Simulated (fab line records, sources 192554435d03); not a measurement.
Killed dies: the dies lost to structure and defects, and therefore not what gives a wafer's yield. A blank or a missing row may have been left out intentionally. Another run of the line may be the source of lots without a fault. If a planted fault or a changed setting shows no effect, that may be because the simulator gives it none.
Which of the tools did it? || flow n5 finfet || 36 wafers from 12 lots sampled at 2 of the route's 1938 steps

== WHAT THE GAUGES SHOWED, per wafer ==
N5_BEOL_M7_INSPECT_58: inspects for defects (darkfield).
{"lot": "L075", "measured": "day 9 14:23", "on": "defect inspect-02", "raw defect count": "47 83 75"}
{"lot": "L077", "measured": "day 9 21:43", "on": "defect inspect-02", "raw defect count": "96 62 58"}
{"lot": "L079", "measured": "day 10 18:43", "on": "defect inspect-01", "raw defect count": "74 54 40"}
{"lot": "L081", "measured": "day 11 10:31", "on": "defect inspect-01", "raw defect count": "37 63 31"}
{"lot": "L083", "measured": "day 11 18:16", "on": "defect inspect-02", "raw defect count": "115 102 102"}
{"lot": "L085", "measured": "day 12 07:13", "on": "defect inspect-02", "raw defect count": "62 27 30"}
{"lot": "L087", "measured": "day 12 23:58", "on": "defect inspect-01", "raw defect count": "36 69 62"}
{"lot": "L091", "measured": "day 13 13:49", "on": "defect inspect-01", "raw defect count": "94 83 91"}
{"lot": "L088", "measured": "day 13 22:46", "on": "defect inspect-02", "raw defect count": "54 56 41"}
{"lot": "L095", "measured": "day 14 09:07", "on": "defect inspect-02", "raw defect count": "54 54 84"}
{"lot": "L093", "measured": "day 15 12:23", "on": "defect inspect-01", "raw defect count": "83 46 77"}
{"lot": "L097", "measured": "day 16 11:59", "on": "defect inspect-02", "raw defect count": "65 74 52"}

== TOOL THAT RAN EACH LOT (tool first, then ch and the chambers of the sampled wafers, then the start) ==
{"lot": "L075", "N5_BEOL_M7_DEP_56": "pecvd-02 ch 1,2, day 9 14:17"}
{"lot": "L077", "N5_BEOL_M7_DEP_56": "pecvd-02 ch 0,2, day 9 21:37"}
{"lot": "L079", "N5_BEOL_M7_DEP_56": "pecvd-01 ch 0,1,2, day 10 18:37"}
{"lot": "L081", "N5_BEOL_M7_DEP_56": "pecvd-01 ch 1,2, day 11 10:25"}
{"lot": "L083", "N5_BEOL_M7_DEP_56": "pecvd-02 ch 1,2, day 11 18:10"}
{"lot": "L085", "N5_BEOL_M7_DEP_56": "pecvd-04 ch 1,2, day 12 07:08"}
{"lot": "L087", "N5_BEOL_M7_DEP_56": "pecvd-04 ch 0,1,2, day 12 23:53"}
{"lot": "L091", "N5_BEOL_M7_DEP_56": "pecvd-02 ch 0,1, day 13 13:44"}
{"lot": "L088", "N5_BEOL_M7_DEP_56": "pecvd-04 ch 0,2, day 13 22:40"}
{"lot": "L095", "N5_BEOL_M7_DEP_56": "pecvd-02 ch 0,1, day 14 09:01"}
{"lot": "L093", "N5_BEOL_M7_DEP_56": "pecvd-01 ch 0,1,2, day 15 12:17"}
{"lot": "L097", "N5_BEOL_M7_DEP_56": "pecvd-01 ch 1,2, day 16 11:54"}
- N5_BEOL_M7_DEP_56: deposits SiCN from 3MS/NH3, target thk 10 nm, time 17.5 s.

== THE ANSWER, worked out from the rows above alone ==
Rule: the usual values come from the lots themselves. Put in order of their means at a reading, lots are off if they are a third of the lots or fewer, leave a main group of 4 or more, and stand apart from it by a gap of 3 or more times the standard deviation of the main group's means; of several such gaps the widest counts. A main group whose means are all the same, to the digits that the tables above print for the reading, isn't used. Also off: a lot with no number at a reading for which 4 or more lots have one. Where the step has rows for the other lots, those lots are counted as sound.
No lot is off at any reading shown: from this, nothing can be told.

== WHAT WAS PUT IN BY THE SIMULATOR ==
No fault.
